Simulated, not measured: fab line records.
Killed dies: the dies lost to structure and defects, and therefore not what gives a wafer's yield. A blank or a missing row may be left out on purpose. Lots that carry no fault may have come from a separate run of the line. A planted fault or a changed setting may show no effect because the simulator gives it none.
Matching of chambers || flow n5_finfet || 4 sister chambers for N5_BEOL_M0_SAQP_STRIP_108 on rie_diel-02
The step strips in N2/H2. 8 wafers are shown with their chamber, then 8 later ones without.

WAFERS WITH THEIR CHAMBER
{"wafer": "L086.3", "chamber": 2, "drypump_motor_current_A (A)": 5.6, "throttle_valve_pct (%)": 19.2}
{"wafer": "L087.1", "chamber": 0, "drypump_motor_current_A (A)": 5.5, "throttle_valve_pct (%)": 19.3}
{"wafer": "L087.3", "chamber": 3, "drypump_motor_current_A (A)": 5.2, "throttle_valve_pct (%)": 18.6}
{"wafer": "L087.5", "chamber": 3, "drypump_motor_current_A (A)": 5.2, "throttle_valve_pct (%)": 18.7}
{"wafer": "L088.2", "chamber": 0, "drypump_motor_current_A (A)": 5.5, "throttle_valve_pct (%)": 19.3}
{"wafer": "L088.3", "chamber": 1, "drypump_motor_current_A (A)": 6.1, "throttle_valve_pct (%)": 19.2}
{"wafer": "L088.4", "chamber": 1, "drypump_motor_current_A (A)": 6.1, "throttle_valve_pct (%)": 19.2}
{"wafer": "L092.4", "chamber": 2, "drypump_motor_current_A (A)": 5.5, "throttle_valve_pct (%)": 19.2}

WAFERS WITH NO CHAMBER GIVEN
{"wafer": "L092.5", "drypump_motor_current_A (A)": 5.5, "throttle_valve_pct (%)": 19.2}
{"wafer": "L092.6", "drypump_motor_current_A (A)": 5.2, "throttle_valve_pct (%)": 18.7}
{"wafer": "L094.1", "drypump_motor_current_A (A)": 5.2, "throttle_valve_pct (%)": 18.7}
{"wafer": "L094.2", "drypump_motor_current_A (A)": 5.5, "throttle_valve_pct (%)": 19.3}
{"wafer": "L094.4", "drypump_motor_current_A (A)": 5.5, "throttle_valve_pct (%)": 19.2}
{"wafer": "L096.3", "drypump_motor_current_A (A)": 5.5, "throttle_valve_pct (%)": 19.3}
{"wafer": "L096.4", "drypump_motor_current_A (A)": 5.5, "throttle_valve_pct (%)": 19.2}
{"wafer": "L096.5", "drypump_motor_current_A (A)": 5.2, "throttle_valve_pct (%)": 18.7}

EACH ONE'S CHAMBER
{"wafer": "L092.5", "from the rows above": "can't be placed: 2 or 0", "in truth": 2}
{"wafer": "L092.6", "from the rows above": 3, "in truth": 3}
{"wafer": "L094.1", "from the rows above": 3, "in truth": 3}
{"wafer": "L094.2", "from the rows above": 0, "in truth": 0}
{"wafer": "L094.4", "from the rows above": "can't be placed: 2 or 0", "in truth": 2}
{"wafer": "L096.3", "from the rows above": 0, "in truth": 0}
{"wafer": "L096.4", "from the rows above": "can't be placed: 2 or 0", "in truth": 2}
{"wafer": "L096.5", "from the rows above": 3, "in truth": 3}
5 of 8 placed correctly. From these rows, 3 cannot be placed; in 3 the true chamber is one of the candidates. 0 placed wrongly.
How it was worked out, from the rows above alone: a wafer's distance from a chamber is the root of the sum, over the readings, of the square of ((its reading less the chamber's mean) divided by the reading's scatter). If the next closest chamber is less than 2 further off than the closest, the wafer can't be placed; otherwise it belongs to the closest. A chamber's mean is the mean of its shown wafers. How the scatter is found: for the shown wafers, subtract from each reading the mean of its chamber, square and add these, divide the total by (wafers less chambers), then take the root.
